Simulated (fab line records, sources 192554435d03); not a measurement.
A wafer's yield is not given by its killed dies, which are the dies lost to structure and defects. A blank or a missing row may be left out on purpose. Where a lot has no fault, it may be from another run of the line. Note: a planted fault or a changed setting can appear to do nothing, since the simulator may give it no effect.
Chamber matching	flow n5 finfet	N5_BEOL_M7_VIA_ETCH_34 on rie diel-03 has 4 sister chambers
The step etches SiCOH lowk in C4F6/O2, target depth 125.5 nm, time 50.5 s. 4 wafers are shown with their chamber, then 11 later ones without.

## WAFERS, EACH WITH ITS CHAMBER
wafer	chamber	showerhead plenum p Torr (Torr)
L083.3	1	2.63
L083.5	2	2.84
L090.5	0	2.81
L091.3	3	2.79

## WAFERS MISSING THEIR CHAMBER
wafer	showerhead plenum p Torr (Torr)
L091.4	2.80
L091.5	2.79
L095.2	2.83
L095.5	2.62
L095.6	2.80
L096.1	2.78
L096.2	2.80
L096.3	2.83
L097.2	2.83
L097.4	2.78
L097.6	2.83

## WHICH CHAMBER EACH WENT THROUGH
wafer	from the rows above	in truth
L091.4	can't be placed: 3 or 0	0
L091.5	3	3
L095.2	can't be placed: 2 or 0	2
L095.5	1	1
L095.6	can't be placed: 3 or 0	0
L096.1	3	3
L096.2	can't be placed: 3 or 0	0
L096.3	can't be placed: 2 or 0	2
L097.2	can't be placed: 2 or 0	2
L097.4	3	3
L097.6	can't be placed: 2 or 0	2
Correctly placed: 4 of 11. Not placeable from these rows: 7 (in 7, the candidates include the true chamber). Wrongly placed: 0.
How it was worked out, from the rows above alone: a wafer's distance from a chamber is the root of the sum, over the readings, of the square of ((its reading less the chamber's mean) divided by the reading's scatter). The wafer belongs to the nearest chamber; if the next one is less than 2 further off, it can't be placed. For every chamber, the mean is computed from those of its wafers that are shown. The scatter: root of mean squared gap, hidden wafer to nearest shown wafer, with one shown wafer a chamber.
